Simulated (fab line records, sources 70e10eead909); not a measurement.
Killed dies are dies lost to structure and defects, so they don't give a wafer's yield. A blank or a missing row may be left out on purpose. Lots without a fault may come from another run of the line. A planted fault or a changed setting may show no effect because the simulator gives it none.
Which tool did it? | flow nand_harc | 11 lots, 33 wafers sampled, at 7 steps of a route of 1302

WHAT THE GAUGES READ, wafer by wafer
NHARC_P_M0_CD_MEAS_09: target cd 90 nm.
lot  | measured     | on        | cd_nm (nm)
L804 | day 6 12:29  | cd_sem-01 | 90.2 89.6 89.2
L805 | day 6 16:30  | cd_sem-03 | 89.2 89.3 89.4
L806 | day 7 06:46  | cd_sem-01 | 88.1 91.1 89.2
L807 | day 7 16:05  | cd_sem-01 | 90.0 91.0 90.4
L811 | day 9 08:19  | cd_sem-03 | - - -
L816 | day 12 02:11 | cd_sem-02 | 89.3 89.2 89.3
L818 | day 12 03:31 | cd_sem-02 | 90.7 90.7 90.4
L820 | day 13 02:10 | cd_sem-03 | 91.0 91.7 90.3
L821 | day 13 18:02 | cd_sem-03 | 90.3 90.6 90.3
L823 | day 14 09:09 | cd_sem-02 | 90.6 89.9 89.6
L826 | day 15 16:14 | cd_sem-01 | 89.6 89.2 88.7

NHARC_P_M0_CD_MEAS_16.
lot  | measured     | on        | cd_nm (nm)
L804 | day 6 12:58  | cd_sem-01 | 90.0 90.0 89.0
L805 | day 6 16:59  | cd_sem-02 | 88.8 89.0 88.5
L806 | day 7 07:14  | cd_sem-01 | 88.2 90.1 88.9
L807 | day 7 16:38  | cd_sem-03 | 90.7 91.0 90.5
L811 | day 9 08:47  | cd_sem-03 | - - -
L816 | day 12 02:40 | cd_sem-03 | 89.5 89.4 88.7
L818 | day 12 04:00 | cd_sem-02 | 90.6 90.1 91.3
L820 | day 13 02:39 | cd_sem-01 | 90.4 92.0 90.8
L821 | day 13 18:31 | cd_sem-02 | 90.6 90.2 89.2
L823 | day 14 09:40 | cd_sem-03 | 90.1 90.2 90.3
L826 | day 15 16:48 | cd_sem-03 | 88.8 88.4 88.3

NHARC_END_SORT_01.
lot  | measured     | on        | defect_limited_yield (%) | killed_at_array | killed_at_other | killed_at_periphery | killed_dies | killed_open | killed_short | sort_bin_2_pct (%) | sort_bin_3_pct (%) | sort_bin_4_pct (%) | sort_n_pass | sort_rim_yield_pct (%) | sort_yield_pct (%)
L816 | day 30 04:57 | prober-01 | 91.4 92.6 92.9           | 51 49 45        | 0 0 0           | 7 1 3               | 58 50 48    | 7 0 4       | 1 3 1        | 3.0 1.9 3.0        | 0.3 0.7 0.4        | 5.3 4.7 3.7        | 619 627 629 | 95 85 92               | 91.4 92.6 92.9
L818 | day 29 20:06 | prober-01 | 90.4 88.2 89.5           | 60 76 64        | 2 0 0           | 3 4 7               | 65 80 71    | 3 3 3       | 5 4 4        | 3.7 4.1 4.7        | 0.9 0.9 0.3        | 5.0 6.8 5.5        | 612 597 606 | 90 91 88               | 90.4 88.2 89.5
L820 | day 30 13:05 | prober-02 | 91.7 91.6 89.8           | 49 52 62        | 0 1 0           | 7 4 7               | 56 57 69    | 2 3 3       | 2 2 2        | 1.9 3.2 3.8        | 0.7 0.3 0.4        | 5.6 4.9 5.9        | 621 620 608 | 89 85 90               | 91.7 91.6 89.8
L823 | day 33 03:59 | prober-02 | 94.4 94.2 93.9           | 30 34 31        | 1 2 1           | 7 3 9               | 38 39 41    | 1 3 5       | 1 2 2        | 2.1 1.8 1.8        | 0.1 0 0            | 3.4 4.0 4.3        | 639 638 636 | 94 94 92               | 94.4 94.2 93.9

WHICH TOOL RAN EACH LOT (tool, then ch and the chambers of the sampled wafers, then the start)
lot  | NHARC_P_M0_EXPOSE_06               | NHARC_P_M0_DEGAS_28          | NHARC_P_M0_PRE_CLEAN_29                 | NHARC_P_M0_ANNEAL_30
L804 | arfi_scanner-03 ch 0, day 6 12:20  | pvd_sputter-03, day 6 13:38  | pvd_sputter-03, day 6 14:22 or earlier  | rtp_anneal-01 ch 0, day 6 14:22
L805 | arfi_scanner-03 ch 0, day 6 16:22  | pvd_sputter-01, day 6 17:37  | pvd_sputter-01, day 6 18:23 or earlier  | rtp_anneal-01 ch 0, day 6 18:23
L806 | arfi_scanner-02 ch 0, day 7 06:37  | pvd_sputter-02, day 7 07:54  | pvd_sputter-02, day 7 08:41 or earlier  | rtp_anneal-02 ch 0, day 7 08:41
L807 | arfi_scanner-01 ch 0, day 7 15:56  | pvd_sputter-01, day 7 17:16  | pvd_sputter-01, day 7 18:00 or earlier  | rtp_anneal-02 ch 0, day 7 18:00
L811 | arfi_scanner-02 ch 0, day 9 08:10  | pvd_sputter-03, day 9 09:28  | pvd_sputter-03, day 9 10:15 or earlier  | rtp_anneal-02 ch 0, day 9 10:15
L816 | arfi_scanner-03 ch 0, day 12 02:03 | pvd_sputter-02, day 12 03:19 | pvd_sputter-02, day 12 04:07 or earlier | rtp_anneal-01 ch 0, day 12 04:07
L818 | arfi_scanner-01 ch 0, day 12 03:23 | pvd_sputter-01, day 12 04:37 | pvd_sputter-01, day 12 05:25 or earlier | rtp_anneal-01 ch 0, day 12 05:25
L820 | arfi_scanner-03 ch 0, day 13 02:01 | pvd_sputter-01, day 13 03:17 | pvd_sputter-01, day 13 04:03 or earlier | rtp_anneal-01 ch 0, day 13 04:03
L821 | arfi_scanner-01 ch 0, day 13 17:54 | pvd_sputter-01, day 13 19:09 | pvd_sputter-01, day 13 19:57 or earlier | rtp_anneal-02 ch 0, day 13 19:57
L823 | arfi_scanner-01 ch 0, day 14 09:01 | pvd_sputter-02, day 14 10:18 | pvd_sputter-02, day 14 11:06 or earlier | rtp_anneal-01 ch 0, day 14 11:06
L826 | arfi_scanner-01 ch 0, day 15 16:06 | pvd_sputter-02, day 15 17:25 | pvd_sputter-02, day 15 18:15 or earlier | rtp_anneal-01 ch 0, day 15 18:15
- NHARC_P_M0_EXPOSE_06: exposes mask P M0, target cd 90 nm.
- NHARC_P_M0_DEGAS_28: time 60 s.
- NHARC_P_M0_PRE_CLEAN_29: time 30 s.
- NHARC_P_M0_ANNEAL_30: time 90 s.

WHAT THE TOOLS THEMSELVES READ (means of the sampled wafers that have a number; where no wafer has one, the mark that the record gives instead)
NHARC_P_M0_DEGAS_28.
lot  | tool           | heater_power_w (W) | susceptor_temp_C (C)
L804 | pvd_sputter-03 | 319                | 249.77
L805 | pvd_sputter-01 | 311                | 249.92
L806 | pvd_sputter-02 | 329                | 250.02
L807 | pvd_sputter-01 | 322                | 250.02
L811 | pvd_sputter-03 | 308                | 249.95
L816 | pvd_sputter-02 | 334                | 250.13
L818 | pvd_sputter-01 | 332                | 250.08
L820 | pvd_sputter-01 | 312                | 249.88
L821 | pvd_sputter-01 | 313                | 250.06
L823 | pvd_sputter-02 | 319                | 250.04
L826 | pvd_sputter-02 | 344                | 250.19

NHARC_P_M0_PRE_CLEAN_29.
lot  | tool           | heater_power_w (W) | susceptor_temp_C (C)
L804 | pvd_sputter-03 | 390                | 279.98
L805 | pvd_sputter-01 | 383                | 279.83
L806 | pvd_sputter-02 | 436                | 280.11
L807 | pvd_sputter-01 | 385                | 279.99
L811 | pvd_sputter-03 | 361                | 280.02
L816 | pvd_sputter-02 | 411                | 279.99
L818 | pvd_sputter-01 | 378                | 280.04
L820 | pvd_sputter-01 | 401                | 280.06
L821 | pvd_sputter-01 | 407                | 280.03
L823 | pvd_sputter-02 | 401                | 279.91
L826 | pvd_sputter-02 | 407                | -

NHARC_P_M0_ANNEAL_30.
lot  | tool          | wafer_temp_C_max
L804 | rtp_anneal-01 | 226.61
L805 | rtp_anneal-01 | 226.43
L806 | rtp_anneal-02 | 226.23
L807 | rtp_anneal-02 | 226.28
L811 | rtp_anneal-02 | 226.04
L816 | rtp_anneal-01 | 226.43
L818 | rtp_anneal-01 | 226.24
L820 | rtp_anneal-01 | 226.30
L821 | rtp_anneal-02 | 226.02
L823 | rtp_anneal-01 | 226.27
L826 | rtp_anneal-01 | 226.23

THE ANSWER, worked out from the rows above alone
Rule: what is usual is taken from the lots themselves. Put in order of their means at a reading, lots are off if they are a third of the lots or fewer, leave a main group of 4 or more, and stand apart from it by a gap of 3 or more times the standard deviation of the main group's means; of several such gaps the widest counts. A main group whose means are all the same, to the digits that the tables above print for the reading, isn't used. A lot without any number at a reading at which 4 lots or more have one is off too. The other lots that the step has rows for count as sound. The gauges are gone through in route order, then the tools' own readings, and for those a lot's mean is taken as printed above. The first step at which some lot is off is used, and at that step the reading that is off furthest; a lot without a number counts as furthest.
Off: L811, at NHARC_P_M0_CD_MEAS_09 (cd_nm). Without a number there: L811. The main group: mean 89.9 nm, standard deviation 0.62.
A tool fits if, at a process step before that reading, it ran every lot that is off, and no sound lot after the first of them. The gauges at NHARC_P_M0_CD_MEAS_09 are tried like those tools. One fits: arfi_scanner-02 at NHARC_P_M0_EXPOSE_06. Its last sound lot is L806 (day 7 06:37), its first lot that is off L811 (day 9 08:10): a fault that began between those two fits.

WHAT THE SIMULATOR HAD PUT IN
Process parameter drift: arfi_scanner-02, from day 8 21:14 on, at NHARC_P_M0_EXPOSE_06. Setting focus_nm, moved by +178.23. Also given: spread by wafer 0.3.
Lots struck among those shown: L811. The rule above found the same.
